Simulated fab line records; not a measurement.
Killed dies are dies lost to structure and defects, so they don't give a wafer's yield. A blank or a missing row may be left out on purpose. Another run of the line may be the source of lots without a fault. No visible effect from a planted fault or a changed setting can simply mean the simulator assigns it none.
Code-filled problem report in 8D (eight disciplines) form | flow n5 finfet | the parts of the form that need people (team, actions taken, sign-off) are left out

== 1. PROBLEM STATEMENT ==
killed_at_M4_up at N5_PASSIVATION_PROBE_49 reads a mean of 105 on 1 wafer of 1 lot; wafers without a fault read 14 with a standard deviation of 5. That is +18 standard deviations from the usual mean.
Seen first at day 17 00:26 on prober-02, wafer L619.4. The record has a number at this step for 7 wafers belonging to 3 lots. Rule for "out" (also "out of limits"): further than 4 standard deviations from the usual mean. Any other wafer with a number is counted as sound.

== 2. WHAT THIS IS AND IS NOT ==
question                    | is                                                                                                   | is not
which readings at this step | killed_at_M4_up, defect limited yield, killed dies, sort_bin_5_function, sort n pass, sort yield pct | killed_at_M0_to_M3, killed at contacts, killed at front end, killed at other, killed open, killed short
which lots                  | L619                                                                                                 | L623, L626
which wafers of those lots  | L619.4                                                                                               | L619.3, L619.5
read on which tools         | prober-02                                                                                            | prober-01
when                        | from day 17 00:26                                                                                    | up to then (1 sound wafer); but 5 sound wafers of L619, L623, L626 came after

== 3. SUSPECTS, AND WHAT RULES EACH OUT ==
Counting: a tool at a process step up to the reading stays a suspect if it ran every lot that is out. Sound lots after the first of them don't rule it out here, since some wafers of a struck lot are sound.
- wet bench-04 at N5_BEOL_M7_HM_STRIP_39 (strips TiN in peroxide tin strip, target depth 25 nm, time 158 s): kept. It ran the lot that is out, L619 (day 13 13:37).
- rie diel-01 at N5_PASSIVATION_STRIP_48 (strips in O2): kept. It ran the lot that is out, L619 (day 16 21:46).
- prober-02 at N5_PASSIVATION_PROBE_49: kept. It ran the lot that is out, L619 (day 17 00:23). On those wafers its own readings are out: defect limited yield, killed_at_M4_up, killed dies, sort_bin_5_function, sort n pass, sort yield pct.
Still standing after the count: wet bench-04 at N5_BEOL_M7_HM_STRIP_39, rie diel-01 at N5_PASSIVATION_STRIP_48, prober-02 at N5_PASSIVATION_PROBE_49.

== 4. THE CAUSE (what the simulator had put in) ==
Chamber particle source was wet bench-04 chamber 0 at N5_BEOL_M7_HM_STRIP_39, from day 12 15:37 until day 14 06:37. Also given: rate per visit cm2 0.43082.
Counting left 3 suspects, and this tool is among them.

== 5. SEQUENCE OF EFFECTS, ordered by route ==
One row per reading whose mean, taken over the struck wafers that have a number, lies over 3 standard deviations from the usual. Scope: only readings with a usual standard deviation given in the record; hours: median across lots of the time from each lot's start at the first step in this table that gives one to its start at this step; sigmas: change in usual standard deviations.
hours | step                    | reading              | usual  | on struck wafers | change | sigmas
0     | N5_PASSIVATION_PROBE_49 | defect limited yield | 91.0 % | 84.3             | -6.7   | -4.8
0     | N5_PASSIVATION_PROBE_49 | killed_at_M4_up      | 14     | 105              | +91    | +18
0     | N5_PASSIVATION_PROBE_49 | killed dies          | 106    | 185              | +79    | +4.6
0     | N5_PASSIVATION_PROBE_49 | sort_bin_5_function  | 5.2 %  | 9.7              | +4.5   | +4.7
0     | N5_PASSIVATION_PROBE_49 | sort n pass          | 1074   | 995              | -79    | -4.6
0     | N5_PASSIVATION_PROBE_49 | sort yield pct       | 91.0 % | 84.3             | -6.7   | -4.8
It contains these process steps:
- N5_PASSIVATION_PROBE_49

== 6. HOW IT WOULD HAVE BEEN CAUGHT EARLIER ==
In this record the first reading out of limits was taken at day 17 00:26, 105 hours after the fault began at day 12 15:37.
By day 17 00:26 the whole set of lots that are out, 1 in number, had already begun N5_BEOL_M7_HM_STRIP_39 on wet bench-04. Tool hold at that time: it would have spared none of them.
